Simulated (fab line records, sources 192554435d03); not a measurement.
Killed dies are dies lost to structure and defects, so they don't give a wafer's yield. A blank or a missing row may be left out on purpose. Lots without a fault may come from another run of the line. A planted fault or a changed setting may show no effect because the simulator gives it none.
Problem report in the 8D (eight disciplines) form, filled by code | flow n5_finfet | the parts of the form that need people (team, actions taken, sign-off) are left out

1. THE PROBLEM
bias_w at N5_BEOL_M6_ETCH_61 reads a mean of 39.67 W on 6 wafers of 2 lots; wafers without a fault read 36.02 W with a standard deviation of 0.11. That is +33 standard deviations from the usual mean.
The step: etches SiARC in CF4, target depth 45.5 nm, time 75.8 s.
First seen on wafer L777.3, day 16 04:56, on rie_diel-04. The record holds 30 wafers of 10 lots with a number at this step. Rule for "out", or "out of limits": more than 4 standard deviations from the usual mean. The other wafers with a number count as sound.

2. WHAT IT IS AND WHAT IT IS NOT
question                    | is                     | is not
which readings at this step | bias_w, rf_vpp_V       | drypump_motor_current_A, oes_product_au, showerhead_plenum_p_Torr, throttle_valve_pct
which lots                  | L775, L777             | L761, L763, L764, L768, L769, L782, L783, L784
which wafers of those lots  | all that have a number | -
read on which tools         | rie_diel-04            | rie_diel-02, rie_diel-05
when                        | from day 16 04:56      | up to then (12 sound wafers); but 12 sound wafers of L769, L782, L783, L784 came after

3. SUSPECTS, AND WHAT RULES EACH OUT
Counting: a tool at a process step up to the reading stays a suspect if it ran every lot that is out and no sound lot after the first of them.
- pecvd-02 at N5_BEOL_M5_DEP_56 (deposits SiCN from 3MS/NH3, target thk 8 nm, time 14 s): ruled out as a lasting fault. Sound lots L782, L769 ran on it after its first lot that is out, L777 (day 16 03:07).
- rie_diel-04 at N5_BEOL_M6_ETCH_61 (etches SiARC in CF4, target depth 45.5 nm, time 75.8 s): kept. It ran every lot that is out, first L777 (day 16 04:56), and no sound lot after that; its last sound lot up to then is L768 (day 13 19:03). Its own readings are out on those wafers: bias_w, rf_vpp_V.
Left after counting: rie_diel-04 at N5_BEOL_M6_ETCH_61.

4. THE CAUSE (what the simulator had put in)
Process parameter drift: rie_diel-04, from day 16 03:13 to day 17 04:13, at N5_BEOL_M6_ETCH_61. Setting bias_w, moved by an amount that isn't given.
Counting left only this tool.

5. THE CHAIN OF EFFECTS, in route order
Each row: a reading whose mean over the struck wafers that have a number lies more than 3 standard deviations from the usual. Only readings for which the record gives a usual standard deviation are gone through. hours: the time from each lot's start at the first step in this table that gives one to its start at this step, as a median over the lots. sigmas: the change in usual standard deviations.
hours | step               | reading  | usual   | on struck wafers | change | sigmas
0     | N5_BEOL_M6_ETCH_61 | bias_w   | 36.02 W | 39.67            | +3.65  | +33
0     | N5_BEOL_M6_ETCH_61 | rf_vpp_V | 184.2 V | 195.6            | +11.4  | +9.5
The process steps in it:
- N5_BEOL_M6_ETCH_61: etches SiARC in CF4, target depth 45.5 nm, time 75.8 s.

6. WHAT WOULD HAVE CAUGHT IT SOONER
In this record the first reading out of limits was taken at day 16 04:56, 2 hours after the fault began at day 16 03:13.
